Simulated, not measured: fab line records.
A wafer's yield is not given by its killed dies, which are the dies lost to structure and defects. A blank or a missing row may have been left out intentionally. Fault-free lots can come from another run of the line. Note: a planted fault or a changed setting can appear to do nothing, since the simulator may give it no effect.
Matching of chambers :: flow nand_harc :: pecvd-01 running NHARC_P_M2_DEP_33: 3 sister chambers
The step deposits SiCN, target thk 30 nm. 6 wafers are shown with their chamber, then 7 later ones without.

== EACH WAFER AND ITS CHAMBER ==
wafer: L078.4
chamber: 1
heater_power_w (W): 573
rf_fwd_power_W (W): 450.0

wafer: L084.1
chamber: 2
heater_power_w (W): 479
rf_fwd_power_W (W): 451.8

wafer: L084.2
chamber: 0
heater_power_w (W): 453
rf_fwd_power_W (W): 448.2

wafer: L084.3
chamber: 1
heater_power_w (W): 486
rf_fwd_power_W (W): 447.6

wafer: L087.1
chamber: 0
heater_power_w (W): 461
rf_fwd_power_W (W): 447.4

wafer: L087.2
chamber: 2
heater_power_w (W): 563
rf_fwd_power_W (W): 448.3

== WAFERS WITHOUT THEIR CHAMBER ==
wafer: L087.6
heater_power_w (W): 559
rf_fwd_power_W (W): 450.3

wafer: L095.1
heater_power_w (W): 571
rf_fwd_power_W (W): 449.7

wafer: L095.4
heater_power_w (W): 561
rf_fwd_power_W (W): 448.4

wafer: L095.5
heater_power_w (W): 499
rf_fwd_power_W (W): 450.0

wafer: L096.4
heater_power_w (W): 508
rf_fwd_power_W (W): 446.6

wafer: L096.5
heater_power_w (W): 488
rf_fwd_power_W (W): 448.8

wafer: L096.6
heater_power_w (W): 445
rf_fwd_power_W (W): 448.1

== THE CHAMBER EACH PASSED THROUGH ==
wafer: L087.6
from the rows above: can't be placed: 2 or 1 or 0
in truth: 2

wafer: L095.1
from the rows above: can't be placed: 1 or 2 or 0
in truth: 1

wafer: L095.4
from the rows above: can't be placed: 1 or 2 or 0
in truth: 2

wafer: L095.5
from the rows above: can't be placed: 2 or 1 or 0
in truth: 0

wafer: L096.4
from the rows above: can't be placed: 0 or 1 or 2
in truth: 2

wafer: L096.5
from the rows above: can't be placed: 1 or 0 or 2
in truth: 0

wafer: L096.6
from the rows above: can't be placed: 0 or 1 or 2
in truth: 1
Correct placement for 0 of the 7. Not placeable from these rows: 7 (in 7, the candidates include the true chamber). Number placed wrongly: 0.
How it was worked out, from the rows above alone: a wafer's distance from a chamber is the root of the sum, over the readings, of the square of ((its reading less the chamber's mean) divided by the reading's scatter). If the next closest chamber is less than 2 further off than the closest, the wafer can't be placed; otherwise it belongs to the closest. The mean given for a chamber averages the wafers shown for that chamber. The scatter is the square root of a quotient: the sum, over the shown wafers, of each reading's squared deviation from its chamber's mean, divided by wafers minus chambers.
